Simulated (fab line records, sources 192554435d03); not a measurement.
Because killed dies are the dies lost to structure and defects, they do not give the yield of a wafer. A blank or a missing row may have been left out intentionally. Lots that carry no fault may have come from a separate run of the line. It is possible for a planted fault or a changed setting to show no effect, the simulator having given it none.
Matching of chambers    flow n5-finfet    pecvd-01 running N5_FIN_SAQP_PECVD_47: 3 sister chambers
The step deposits a-Si from SiH4/He, target thk 45 nm, time 36.3 s. 20 wafers are shown with their chamber, then 10 later ones without.

## WAFERS WITH THEIR CHAMBER
wafer   chamber  showerhead-plenum-p-Torr (Torr)  throttle-valve-pct (%)  heater-power-w (W)
L075.1  1        5.57                             17.7                    1119
L075.5  0        5.78                             17.8                    909
L075.6  1        5.58                             17.5                    1107
L078.1  0        5.76                             17.8                    835
L078.5  1        5.58                             17.8                    1094
L078.6  0        5.76                             18.0                    858
L079.2  2        5.52                             16.3                    863
L079.4  2        5.53                             16.5                    898
L079.6  0        5.77                             17.8                    886
L080.4  1        5.58                             17.6                    1157
L080.5  0        5.77                             17.9                    804
L080.6  2        5.51                             16.0                    845
L081.1  2        5.52                             16.3                    927
L081.2  1        5.57                             18.0                    1075
L081.5  1        5.58                             17.8                    1035
L082.1  1        5.58                             17.9                    1062
L082.3  0        5.78                             18.2                    856
L082.5  0        5.76                             18.0                    860
L087.1  0        5.76                             17.8                    902
L087.4  2        5.52                             16.4                    874

SIGNATURES (averages over the wafers above)
reading                   chamber 0  chamber 1  chamber 2  scatter within a chamber
showerhead-plenum-p-Torr  5.7675     5.5771     5.5200     0.00725
throttle-valve-pct        17.913     17.757     16.300     0.166
heater-power-w            863.75     1092.71    881.40     36.1
Rule: distance of a wafer from a chamber = root of the sum over the readings of ((wafer's reading minus chamber's mean) / reading's scatter) squared. The wafer belongs to the nearest chamber; if the next one is less than 2 further off, it can't be placed. The scatter: the root of (the sum of the squares of (reading less its chamber's mean) over the shown wafers, divided by (wafers less chambers)).

## WAFERS WITHOUT THEIR CHAMBER
wafer   showerhead-plenum-p-Torr (Torr)  throttle-valve-pct (%)  heater-power-w (W)
L087.5  5.76                             18.0                    877
L088.2  5.51                             16.5                    978
L088.4  5.76                             17.8                    789
L088.6  5.57                             17.8                    1108
L090.3  5.51                             16.3                    946
L090.5  5.51                             16.1                    934
L090.6  5.57                             17.6                    1048
L094.1  5.76                             18.0                    923
L094.2  5.58                             17.6                    1028
L094.4  5.51                             16.7                    987

## CHAMBER TAKEN BY EACH
wafer   from the rows above  in truth
L087.5  0                    0
L088.2  2                    2
L088.4  0                    0
L088.6  1                    1
L090.3  2                    2
L090.5  2                    2
L090.6  1                    1
L094.1  0                    0
L094.2  1                    1
L094.4  2                    2
10 of 10 placed correctly. Number that these rows cannot place: 0. 0 placed wrongly.
